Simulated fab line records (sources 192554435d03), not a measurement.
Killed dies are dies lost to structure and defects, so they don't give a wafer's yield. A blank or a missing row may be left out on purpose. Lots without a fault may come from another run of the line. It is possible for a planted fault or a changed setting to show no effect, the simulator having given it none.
Comparing a struck lot with a sound one || flow n5-finfet || 15 steps out of a route of 1938
Sound: these wafers, L806.1, L806.3, L806.6. Struck: wafers L800.2, L800.3. (L800.5 of the same lot was not struck and is left out.) The cause comes at the end.
For every step that has rows: the tool of each side, followed by ch and its chambers, followed by its first start. Under that, the readings that differ: sound wafers || struck wafers || difference of the means || sigmas: that difference in standard deviations of wafers without a fault.
alike: same words and numbers on both sides, and readings whose means sit less than 2 such deviations apart. not compared: any withheld reading, any reading some wafer has no value for, any bound like >300 that may hide the same value, and any number with overlapping values for which the record gives no deviation.
Wherever a step has rows on one side only, a row that says differs or no value, or a row with sigmas, the two part there. When numbers do not overlap yet have no deviation, they are printed without sigmas and do not part them. A reading missing from all wafers of one side parts the sides only when that side holds two or more wafers.

first, 4 steps without rows for these wafers: N5_BEOL_M8_SOFTBAKE_06 (time 60 s); N5_BEOL_M8_EXPOSE_08 (exposes mask M8); N5_BEOL_M8_PEB_09 (peb time 60 s); N5_BEOL_M8_DEVELOP_10 (develop time 30 s).
N5_BEOL_M8_CD_MEAS_11: target cd 38.5 nm.
  sound on cd-sem-03 ch 0, day 15 15:52; struck on cd-sem-03 ch 0, day 14 17:48
  alike: cd-nm
N5_BEOL_M8_OVL_MEAS_12:
  sound on overlay-02 ch 0, day 15 15:54; struck on overlay-01 ch 0, day 14 17:50
  alike: M8_OVL
N5_BEOL_M8_INSPECT_13: inspects for defects (brightfield).
  sound on defect-inspect-01, day 15 15:56; struck on defect-inspect-01, day 14 17:51
  alike: raw-defect-count
N5_BEOL_M8_DESCUM_16: chemistry O2, time 7.9 s.
  sound on rie-diel-01 ch 0,3, day 15 16:11; struck on rie-diel-04 ch 2,3, day 14 17:53
  alike: drypump-motor-current-A, oes-product-au, rf-vpp-V, showerhead-plenum-p-Torr, throttle-valve-pct
  not compared: rf-hours-counter-h
N5_BEOL_M8_ETCH_61: etches SiARC in CF4, target depth 45.5 nm, time 75.8 s.
  sound on rie-diel-01 ch 0,3, day 15 16:13; struck on rie-diel-04 ch 2,3, day 14 17:55
  alike: drypump-motor-current-A, etch-rf-on-time-s, oes-product-au, rf-vpp-V, showerhead-plenum-p-Torr, throttle-valve-pct
  not compared: rf-hours-counter-h
N5_BEOL_M8_ETCH_62: etches SOC in N2/H2, target depth 110 nm, overetch 22 nm, time 165 s.
  sound on rie-diel-01 ch 0,3, day 15 16:17; struck on rie-diel-04 ch 2,3, day 14 17:59
  alike: drypump-motor-current-A, oes-product-au, rf-vpp-V, showerhead-plenum-p-Torr, throttle-valve-pct
  not compared: rf-hours-counter-h
then, 1 step without rows for these wafers: N5_BEOL_M8_STRIP_68 (strips in N2/H2).
N5_BEOL_M8_STRIP_67: strips in CF4.
  sound on rie-diel-01 ch 0,3, day 15 16:25; struck on rie-diel-04 ch 2,3, day 14 18:07
{"reading": "rf-vpp-V (V)", "sound": "269.0 270.3 268.0", "struck": "273.4 271.8", "difference": "+3.5", "sigmas": "+2"}
  alike: drypump-motor-current-A, oes-product-au, power-w, showerhead-plenum-p-Torr, throttle-valve-pct
  not compared: rf-hours-counter-h
N5_BEOL_M8_HM_OPEN_17: chemistry Cl2/BCl3, target TiN, target depth 20 nm, overetch 6 nm.
  sound on rie-metal-01 ch 0,1, day 15 16:28; struck on rie-metal-03 ch 1, day 14 18:10
{"reading": "model.SOC_of_BEOL_M8_COAT_59.thk-nm (nm)", "sound": "92 92.2 92", "struck": "93.2 93.2", "difference": "+1.1", "sigmas": ""}
  alike: bcl3-flow-sccm, drypump-motor-current-A, he-backside-leak-sccm, oes_ar_750_au, oes-product-au, throttle-valve-pct
  not compared: rf-hours-counter-h
N5_BEOL_M8_STRIP_19: strips in O2.
  sound on rie-diel-01 ch 0,2, day 15 16:34; struck on rie-diel-03 ch 0,1, day 14 18:19
  alike: drypump-motor-current-A, oes-product-au, rf-vpp-V, showerhead-plenum-p-Torr, throttle-valve-pct
  not compared: rf-hours-counter-h
-- a jump in the record: the struck wafers' starts before and after are 3 days apart (it breaks off in module BEOL_M8 and resumes in module PASSIVATION, where the first step shown is number 1936 of the route) --
N5_PASSIVATION_PROBE_49:
  sound on prober-01, day 18 18:28; struck on prober-02, day 17 13:38
{"reading": "killed-at-other", "sound": "3 3 1", "struck": "16 2", "difference": "+7", "sigmas": "+2"}
{"reading": "killed-short", "sound": "28 30 17", "struck": "44 41", "difference": "+18", "sigmas": "+2"}
  alike: defect-limited-yield, killed_at_M0_to_M3, killed_at_M4_up, killed-at-contacts, killed-at-front-end, killed-dies, killed-open, sort_bin_5_function, sort_bin_6_memory, sort_bin_8_speed, sort-n-pass, sort-yield-pct

## WHERE THEY PART
At N5_BEOL_M8_STRIP_67 first; at N5_PASSIVATION_PROBE_49 last (within this record only).

WHY: what the simulator had put in
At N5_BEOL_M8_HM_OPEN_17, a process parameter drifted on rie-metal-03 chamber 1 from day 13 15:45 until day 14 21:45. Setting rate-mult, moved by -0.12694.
